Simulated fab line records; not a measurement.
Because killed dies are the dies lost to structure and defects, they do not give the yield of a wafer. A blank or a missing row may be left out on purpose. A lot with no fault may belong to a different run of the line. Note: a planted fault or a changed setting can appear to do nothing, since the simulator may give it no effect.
Matching of chambers :: flow n5-finfet :: N5_BEOL_M3_PRE_CLEAN_60 on cvd-co-02: 3 sister chambers
The step time 15 s. 3 wafers are shown with their chamber, then 12 later ones without.

== WAFERS, EACH WITH ITS CHAMBER ==
wafer: L090.2
chamber: 0
heater-power-w (W): 82

wafer: L090.3
chamber: 1
heater-power-w (W): 31

wafer: L090.5
chamber: 2
heater-power-w (W): 102

== WAFERS MISSING THEIR CHAMBER ==
wafer: L092.2
heater-power-w (W): 102

wafer: L092.3
heater-power-w (W): 30

wafer: L092.5
heater-power-w (W): 30

wafer: L094.2
heater-power-w (W): 102

wafer: L094.4
heater-power-w (W): 85

wafer: L094.5
heater-power-w (W): 100

wafer: L095.1
heater-power-w (W): 31

wafer: L095.2
heater-power-w (W): 82

wafer: L095.3
heater-power-w (W): 103

wafer: L097.1
heater-power-w (W): 32

wafer: L097.3
heater-power-w (W): 102

wafer: L097.4
heater-power-w (W): 30

== WHICH CHAMBER EACH WENT THROUGH ==
wafer: L092.2
from the rows above: 2
in truth: 2

wafer: L092.3
from the rows above: 1
in truth: 1

wafer: L092.5
from the rows above: 1
in truth: 1

wafer: L094.2
from the rows above: 2
in truth: 2

wafer: L094.4
from the rows above: 0
in truth: 0

wafer: L094.5
from the rows above: 2
in truth: 2

wafer: L095.1
from the rows above: 1
in truth: 1

wafer: L095.2
from the rows above: 0
in truth: 0

wafer: L095.3
from the rows above: 2
in truth: 2

wafer: L097.1
from the rows above: 1
in truth: 1

wafer: L097.3
from the rows above: 2
in truth: 2

wafer: L097.4
from the rows above: 1
in truth: 1
12 of 12 placed correctly. Number that these rows cannot place: 0. 0 placed wrongly.
How it was worked out, from the rows above alone: a wafer's distance from a chamber is the root of the sum, over the readings, of the square of ((its reading less the chamber's mean) divided by the reading's scatter). If the next closest chamber is less than 2 further off than the closest, the wafer can't be placed; otherwise it belongs to the closest. For every chamber, the mean is computed from those of its wafers that are shown. The scatter (one wafer shown for each chamber): square how far every hidden wafer sits from the nearest shown wafer, average those squares and take the square root.
